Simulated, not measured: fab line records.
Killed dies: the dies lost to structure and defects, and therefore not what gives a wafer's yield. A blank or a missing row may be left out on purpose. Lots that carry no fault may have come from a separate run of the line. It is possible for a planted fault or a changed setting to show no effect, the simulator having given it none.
Which of the tools did it? / flow nandHarc / Sampling: 11 lots, 33 wafers, 5 of 1302 route steps

## WHAT EACH GAUGE READ, for each wafer
NHARC_END_SORT_01. Usual: killedAtArray 55, standard deviation 12; killedAtOther 1.0, standard deviation 1.2; killedAtPeriphery 3.9, standard deviation 2.6; killedDies 60, standard deviation 12; killedOpen 3.3, standard deviation 1.9; killedShort 2.5, standard deviation 1.8.
lot=L986; measured=day 28 16:09; on=prober-01; killedAtArray=667 671 673; killedAtOther=1 2 2; killedAtPeriphery=9 4 2; killedDies=677 677 677; killedOpen=4 1 6; killedShort=8 3 3; flag=OFF
lot=L987; measured=day 29 02:24; on=prober-01; killedAtArray=675 672 676; killedAtOther=1 0 0; killedAtPeriphery=1 5 1; killedDies=677 677 677; killedOpen=3 6 4; killedShort=5 1 1; flag=OFF
lot=L989; measured=day 30 09:41; on=prober-01; killedAtArray=672 676 674; killedAtOther=0 0 0; killedAtPeriphery=5 1 3; killedDies=677 677 677; killedOpen=5 5 4; killedShort=3 5 2; flag=OFF

## WHAT TOOL EACH LOT RAN ON (gives the tool, then ch and the chambers of the sampled wafers, and finally the start)
lot=L976; NHARC_A_STAIRCASE_ETCH_203=rieDiel-11 ch 0,1,2, day 16 09:21 or earlier; NHARC_A_STAIRCASE_DESCUM_219=rieDiel-02 ch 0,1,3, day 16 09:21; NHARC_A_STAIRCASE_TRIM_224=rieDiel-02 ch 0,1,3, day 16 10:08; NHARC_A_STAIRCASE_TRIM_226=rieDiel-02 ch 1,3, no start
lot=L978; NHARC_A_STAIRCASE_ETCH_203=rieDiel-02 ch 0,1,3, day 17 05:05 or earlier; NHARC_A_STAIRCASE_DESCUM_219=rieDiel-10 ch 0,2,3, day 17 05:05; NHARC_A_STAIRCASE_TRIM_224=rieDiel-10 ch 0,2, day 17 05:43; NHARC_A_STAIRCASE_TRIM_226=rieDiel-10 ch 0,2,3, no start
lot=L979; NHARC_A_STAIRCASE_ETCH_203=rieDiel-02 ch 0,1,2, day 17 23:02 or earlier; NHARC_A_STAIRCASE_DESCUM_219=rieDiel-11 ch 1,2, day 17 23:02; NHARC_A_STAIRCASE_TRIM_224=rieDiel-11 ch 1,2,3, day 17 23:37; NHARC_A_STAIRCASE_TRIM_226=rieDiel-11 ch 2,3, no start
lot=L983; NHARC_A_STAIRCASE_ETCH_203=rieDiel-02 ch 1,2,3, day 19 17:46 or earlier; NHARC_A_STAIRCASE_DESCUM_219=rieDiel-02 ch 0,2,3, day 19 17:46; NHARC_A_STAIRCASE_TRIM_224=rieDiel-02 ch 1,2,3, day 19 18:18; NHARC_A_STAIRCASE_TRIM_226=rieDiel-02 ch 0,2,3, no start
lot=L986; NHARC_A_STAIRCASE_ETCH_203=rieDiel-02 ch 1,2, day 20 09:02 or earlier; NHARC_A_STAIRCASE_DESCUM_219=rieDiel-02 ch 0,1,2, day 20 09:02; NHARC_A_STAIRCASE_TRIM_224=rieDiel-02 ch 0,2, day 20 09:41; NHARC_A_STAIRCASE_TRIM_226=rieDiel-02 ch 1,2, day 28 16:09 or earlier
lot=L987; NHARC_A_STAIRCASE_ETCH_203=rieDiel-10 ch 0,1, day 20 22:44 or earlier; NHARC_A_STAIRCASE_DESCUM_219=rieDiel-11 ch 2,3, day 20 22:44; NHARC_A_STAIRCASE_TRIM_224=rieDiel-11 ch 0,1,2, day 20 23:18; NHARC_A_STAIRCASE_TRIM_226=rieDiel-11 ch 0,1, day 29 02:24 or earlier
lot=L989; NHARC_A_STAIRCASE_ETCH_203=rieDiel-11 ch 0,1,2, day 22 00:47 or earlier; NHARC_A_STAIRCASE_DESCUM_219=rieDiel-02 ch 0,3, day 22 00:47; NHARC_A_STAIRCASE_TRIM_224=rieDiel-02 ch 1,2, day 22 01:20; NHARC_A_STAIRCASE_TRIM_226=rieDiel-02 ch 0,2, day 30 09:41 or earlier
lot=L995; NHARC_A_STAIRCASE_ETCH_203=rieDiel-02 ch 0,1, day 24 14:30 or earlier; NHARC_A_STAIRCASE_DESCUM_219=rieDiel-02 ch 0,2,3, day 24 14:30; NHARC_A_STAIRCASE_TRIM_224=rieDiel-02 ch 1,2, day 24 15:01; NHARC_A_STAIRCASE_TRIM_226=rieDiel-02 ch 0,1,2, no start
lot=L996; NHARC_A_STAIRCASE_ETCH_203=rieDiel-10 ch 0,1, day 24 15:37 or earlier; NHARC_A_STAIRCASE_DESCUM_219=rieDiel-02 ch 0,1,3, day 24 15:37; NHARC_A_STAIRCASE_TRIM_224=rieDiel-02 ch 0,2,3, day 24 16:10; NHARC_A_STAIRCASE_TRIM_226=rieDiel-02 ch 1,3, no start
lot=L998; NHARC_A_STAIRCASE_ETCH_203=rieDiel-10 ch 0,1,3, day 25 07:12 or earlier; NHARC_A_STAIRCASE_DESCUM_219=rieDiel-02 ch 0,2,3, day 25 07:12; NHARC_A_STAIRCASE_TRIM_224=rieDiel-02 ch 1,3, day 25 07:50; NHARC_A_STAIRCASE_TRIM_226=rieDiel-02 ch 1,3, no start
lot=L997; NHARC_A_STAIRCASE_ETCH_203=rieDiel-10 ch 1,2, day 25 07:25 or earlier; NHARC_A_STAIRCASE_DESCUM_219=rieDiel-02 ch 0,2,3, day 25 07:25; NHARC_A_STAIRCASE_TRIM_224=rieDiel-02 ch 0,2,3, day 25 08:04; NHARC_A_STAIRCASE_TRIM_226=rieDiel-02 ch 2,3, no start
- NHARC_A_STAIRCASE_ETCH_203: etches the open film in C4F8/O2, target depth 100 nm, time 40.5 s.
- NHARC_A_STAIRCASE_DESCUM_219: chemistry O2, time 3 s.
- NHARC_A_STAIRCASE_TRIM_224: chemistry O2, time 211.2 s.
- NHARC_A_STAIRCASE_TRIM_226: chemistry O2, time 211.2 s.

## AS READ BY THE TOOLS THEMSELVES (means over the sampled wafers that have a number; for cases with no such wafer, the mark the record gives instead)
NHARC_A_STAIRCASE_ETCH_203. Usual: oesProductAu 0.944 a.u., standard deviation 0.011; rfVppV 897 V, standard deviation 6.1.
lot=L976; tool=rieDiel-11; oesProductAu (a.u.)=0.949; rfVppV (V)=897; flag=
lot=L978; tool=rieDiel-02; oesProductAu (a.u.)=0.938; rfVppV (V)=896; flag=
lot=L979; tool=rieDiel-02; oesProductAu (a.u.)=0.931; rfVppV (V)=897; flag=
lot=L983; tool=rieDiel-02; oesProductAu (a.u.)=0.945; rfVppV (V)=899; flag=
lot=L986; tool=rieDiel-02; oesProductAu (a.u.)=0.944; rfVppV (V)=902; flag=
lot=L987; tool=rieDiel-10; oesProductAu (a.u.)=0.937; rfVppV (V)=894; flag=
lot=L989; tool=rieDiel-11; oesProductAu (a.u.)=0.951; rfVppV (V)=902; flag=
lot=L995; tool=rieDiel-02; oesProductAu (a.u.)=0.944; rfVppV (V)=892; flag=
lot=L996; tool=rieDiel-10; oesProductAu (a.u.)=0.941; rfVppV (V)=892; flag=
lot=L998; tool=rieDiel-10; oesProductAu (a.u.)=0.952; rfVppV (V)=896; flag=
lot=L997; tool=rieDiel-10; oesProductAu (a.u.)=0.959; rfVppV (V)=900; flag=

NHARC_A_STAIRCASE_DESCUM_219. Usual: drypumpMotorCurrentA 5.8 A, standard deviation 0.5; oesProductAu 0.998 a.u., standard deviation 0.011; rfVppV 57.7 V, standard deviation 0.91; showerheadPlenumPTorr 1.93 Torr, standard deviation 0.097; throttleValvePct 11.311 %, standard deviation 0.0092.
lot=L976; tool=rieDiel-02; drypumpMotorCurrentA (A)=5.5; oesProductAu (a.u.)=1.000; rfVppV (V)=57.7; showerheadPlenumPTorr (Torr)=1.91; throttleValvePct (%)=11.310; flag=
lot=L978; tool=rieDiel-10; drypumpMotorCurrentA (A)=5.8; oesProductAu (a.u.)=1.006; rfVppV (V)=58.4; showerheadPlenumPTorr (Torr)=1.91; throttleValvePct (%)=11.310; flag=
lot=L979; tool=rieDiel-11; drypumpMotorCurrentA (A)=5.6; oesProductAu (a.u.)=1.005; rfVppV (V)=58.1; showerheadPlenumPTorr (Torr)=1.89; throttleValvePct (%)=11.307; flag=
lot=L983; tool=rieDiel-02; drypumpMotorCurrentA (A)=5.8; oesProductAu (a.u.)=0.995; rfVppV (V)=59.0; showerheadPlenumPTorr (Torr)=1.89; throttleValvePct (%)=11.309; flag=
lot=L986; tool=rieDiel-02; drypumpMotorCurrentA (A)=5.8; oesProductAu (a.u.)=0.997; rfVppV (V)=58.1; showerheadPlenumPTorr (Torr)=1.93; throttleValvePct (%)=11.310; flag=
lot=L987; tool=rieDiel-11; drypumpMotorCurrentA (A)=6.2; oesProductAu (a.u.)=0.992; rfVppV (V)=58.0; showerheadPlenumPTorr (Torr)=1.98; throttleValvePct (%)=11.319; flag=
lot=L989; tool=rieDiel-02; drypumpMotorCurrentA (A)=5.8; oesProductAu (a.u.)=0.994; rfVppV (V)=57.0; showerheadPlenumPTorr (Torr)=1.82; throttleValvePct (%)=11.314; flag=
lot=L995; tool=rieDiel-02; drypumpMotorCurrentA (A)=5.8; oesProductAu (a.u.)=0.990; rfVppV (V)=58.0; showerheadPlenumPTorr (Torr)=1.87; throttleValvePct (%)=11.314; flag=
lot=L996; tool=rieDiel-02; drypumpMotorCurrentA (A)=5.5; oesProductAu (a.u.)=0.992; rfVppV (V)=57.8; showerheadPlenumPTorr (Torr)=1.89; throttleValvePct (%)=11.313; flag=
lot=L998; tool=rieDiel-02; drypumpMotorCurrentA (A)=5.9; oesProductAu (a.u.)=0.998; rfVppV (V)=57.1; showerheadPlenumPTorr (Torr)=1.87; throttleValvePct (%)=11.324; flag=
lot=L997; tool=rieDiel-02; drypumpMotorCurrentA (A)=5.8; oesProductAu (a.u.)=0.990; rfVppV (V)=56.5; showerheadPlenumPTorr (Torr)=1.87; throttleValvePct (%)=11.311; flag=

NHARC_A_STAIRCASE_TRIM_224. Usual: chamberPressureMTorr 60.00 mTorr, standard deviation 0.06; drypumpMotorCurrentA 5.8 A, standard deviation 0.5; oesProductAu 0.999 a.u., standard deviation 0.01; rfVppV 57.8 V, standard deviation 0.97; showerheadPlenumPTorr 3.56 Torr, standard deviation 0.16; throttleValvePct 17.036 %, standard deviation 0.0083.
lot=L976; tool=rieDiel-02; chamberPressureMTorr (mTorr)=60.02; drypumpMotorCurrentA (A)=5.5; oesProductAu (a.u.)=1.000; rfVppV (V)=57.9; showerheadPlenumPTorr (Torr)=3.53; throttleValvePct (%)=17.042; flag=
lot=L978; tool=rieDiel-10; chamberPressureMTorr (mTorr)=60.04; drypumpMotorCurrentA (A)=5.3; oesProductAu (a.u.)=1.002; rfVppV (V)=57.4; showerheadPlenumPTorr (Torr)=3.41; throttleValvePct (%)=17.035; flag=
lot=L979; tool=rieDiel-11; chamberPressureMTorr (mTorr)=60.01; drypumpMotorCurrentA (A)=5.9; oesProductAu (a.u.)=1.010; rfVppV (V)=57.7; showerheadPlenumPTorr (Torr)=3.41; throttleValvePct (%)=17.030; flag=
lot=L983; tool=rieDiel-02; chamberPressureMTorr (mTorr)=59.97; drypumpMotorCurrentA (A)=5.6; oesProductAu (a.u.)=1.002; rfVppV (V)=57.8; showerheadPlenumPTorr (Torr)=3.62; throttleValvePct (%)=17.026; flag=
lot=L986; tool=rieDiel-02; chamberPressureMTorr (mTorr)=-; drypumpMotorCurrentA (A)=-; oesProductAu (a.u.)=-; rfVppV (V)=-; showerheadPlenumPTorr (Torr)=-; throttleValvePct (%)=-; flag=OFF
lot=L987; tool=rieDiel-11; chamberPressureMTorr (mTorr)=-; drypumpMotorCurrentA (A)=-; oesProductAu (a.u.)=-; rfVppV (V)=-; showerheadPlenumPTorr (Torr)=-; throttleValvePct (%)=-; flag=OFF
lot=L989; tool=rieDiel-02; chamberPressureMTorr (mTorr)=-; drypumpMotorCurrentA (A)=-; oesProductAu (a.u.)=-; rfVppV (V)=-; showerheadPlenumPTorr (Torr)=-; throttleValvePct (%)=-; flag=OFF
lot=L995; tool=rieDiel-02; chamberPressureMTorr (mTorr)=60.05; drypumpMotorCurrentA (A)=5.6; oesProductAu (a.u.)=0.998; rfVppV (V)=58.4; showerheadPlenumPTorr (Torr)=3.67; throttleValvePct (%)=17.037; flag=
lot=L996; tool=rieDiel-02; chamberPressureMTorr (mTorr)=59.97; drypumpMotorCurrentA (A)=5.9; oesProductAu (a.u.)=0.999; rfVppV (V)=57.7; showerheadPlenumPTorr (Torr)=3.46; throttleValvePct (%)=17.037; flag=
lot=L998; tool=rieDiel-02; chamberPressureMTorr (mTorr)=59.98; drypumpMotorCurrentA (A)=5.3; oesProductAu (a.u.)=0.998; rfVppV (V)=57.8; showerheadPlenumPTorr (Torr)=3.63; throttleValvePct (%)=17.030; flag=
lot=L997; tool=rieDiel-02; chamberPressureMTorr (mTorr)=59.98; drypumpMotorCurrentA (A)=5.9; oesProductAu (a.u.)=0.993; rfVppV (V)=57.7; showerheadPlenumPTorr (Torr)=3.46; throttleValvePct (%)=17.030; flag=

NHARC_A_STAIRCASE_TRIM_226. Usual: chamberPressureMTorr 60.01 mTorr, standard deviation 0.058; drypumpMotorCurrentA 5.8 A, standard deviation 0.51; oesProductAu 0.998 a.u., standard deviation 0.01; rfVppV 57.8 V, standard deviation 1; showerheadPlenumPTorr 3.57 Torr, standard deviation 0.16; throttleValvePct 17.036 %, standard deviation 0.0088.
lot=L976; tool=rieDiel-02; chamberPressureMTorr (mTorr)=60.00; drypumpMotorCurrentA (A)=5.3; oesProductAu (a.u.)=0.993; rfVppV (V)=57.7; showerheadPlenumPTorr (Torr)=3.66; throttleValvePct (%)=17.040; flag=
lot=L978; tool=rieDiel-10; chamberPressureMTorr (mTorr)=59.99; drypumpMotorCurrentA (A)=5.8; oesProductAu (a.u.)=1.010; rfVppV (V)=57.6; showerheadPlenumPTorr (Torr)=3.53; throttleValvePct (%)=17.040; flag=
lot=L979; tool=rieDiel-11; chamberPressureMTorr (mTorr)=59.96; drypumpMotorCurrentA (A)=6.1; oesProductAu (a.u.)=0.999; rfVppV (V)=56.6; showerheadPlenumPTorr (Torr)=3.33; throttleValvePct (%)=17.037; flag=
lot=L983; tool=rieDiel-02; chamberPressureMTorr (mTorr)=60.03; drypumpMotorCurrentA (A)=5.9; oesProductAu (a.u.)=0.983; rfVppV (V)=57.4; showerheadPlenumPTorr (Torr)=3.48; throttleValvePct (%)=17.029; flag=
lot=L986; tool=rieDiel-02; chamberPressureMTorr (mTorr)=60.06; drypumpMotorCurrentA (A)=5.9; oesProductAu (a.u.)=1.002; rfVppV (V)=56.8; showerheadPlenumPTorr (Torr)=3.66; throttleValvePct (%)=17.033; flag=
lot=L987; tool=rieDiel-11; chamberPressureMTorr (mTorr)=59.95; drypumpMotorCurrentA (A)=5.4; oesProductAu (a.u.)=1.009; rfVppV (V)=57.1; showerheadPlenumPTorr (Torr)=3.68; throttleValvePct (%)=17.040; flag=
lot=L989; tool=rieDiel-02; chamberPressureMTorr (mTorr)=60.04; drypumpMotorCurrentA (A)=6.2; oesProductAu (a.u.)=0.994; rfVppV (V)=56.4; showerheadPlenumPTorr (Torr)=3.52; throttleValvePct (%)=17.032; flag=
lot=L995; tool=rieDiel-02; chamberPressureMTorr (mTorr)=59.98; drypumpMotorCurrentA (A)=5.9; oesProductAu (a.u.)=0.985; rfVppV (V)=57.0; showerheadPlenumPTorr (Torr)=3.54; throttleValvePct (%)=17.034; flag=
lot=L996; tool=rieDiel-02; chamberPressureMTorr (mTorr)=60.02; drypumpMotorCurrentA (A)=5.3; oesProductAu (a.u.)=0.994; rfVppV (V)=57.5; showerheadPlenumPTorr (Torr)=3.55; throttleValvePct (%)=17.027; flag=
lot=L998; tool=rieDiel-02; chamberPressureMTorr (mTorr)=60.01; drypumpMotorCurrentA (A)=5.3; oesProductAu (a.u.)=0.999; rfVppV (V)=58.4; showerheadPlenumPTorr (Torr)=3.63; throttleValvePct (%)=17.031; flag=
lot=L997; tool=rieDiel-02; chamberPressureMTorr (mTorr)=60.00; drypumpMotorCurrentA (A)=5.9; oesProductAu (a.u.)=0.986; rfVppV (V)=57.8; showerheadPlenumPTorr (Torr)=3.57; throttleValvePct (%)=17.046; flag=

## THE ANSWER, worked out from the rows above alone
Rule: a lot is off if the mean of its wafers that have a number lies more than 3 standard deviations from the usual mean. A lot without any number at a reading at which 4 lots or more have one is off too. The other lots that the step has rows for count as sound. The gauges are gone through in route order, then the tools' own readings, and for those a lot's mean is taken as printed above. At the first step where some lot is off, the reading lying furthest off is the one used; lots without a number count as furthest.
Off, at NHARC_END_SORT_01 on killedAtArray: L986, L987, L989. Neither off nor sound, because the step has no rows for them: L976, L978, L979, L983, L995, L996, L998, L997.
A tool fits if, at a process step before that reading, it ran every lot that is off, and no sound lot after the first of them. The gauges at NHARC_END_SORT_01 aren't tried: what is off there is off at NHARC_A_STAIRCASE_TRIM_224 too, on other tools, and a gauge's error can't cause that. NHARC_A_STAIRCASE_ETCH_203 gives no start for some lots, so the hours and the order of its lots are those of NHARC_A_STAIRCASE_DESCUM_219. NHARC_A_STAIRCASE_TRIM_226 gives no start for some lots, so the hours and the order of its lots are those of NHARC_END_SORT_01. Not one of the candidates tried fits.

## WHAT THE SIMULATOR HAD INSERTED
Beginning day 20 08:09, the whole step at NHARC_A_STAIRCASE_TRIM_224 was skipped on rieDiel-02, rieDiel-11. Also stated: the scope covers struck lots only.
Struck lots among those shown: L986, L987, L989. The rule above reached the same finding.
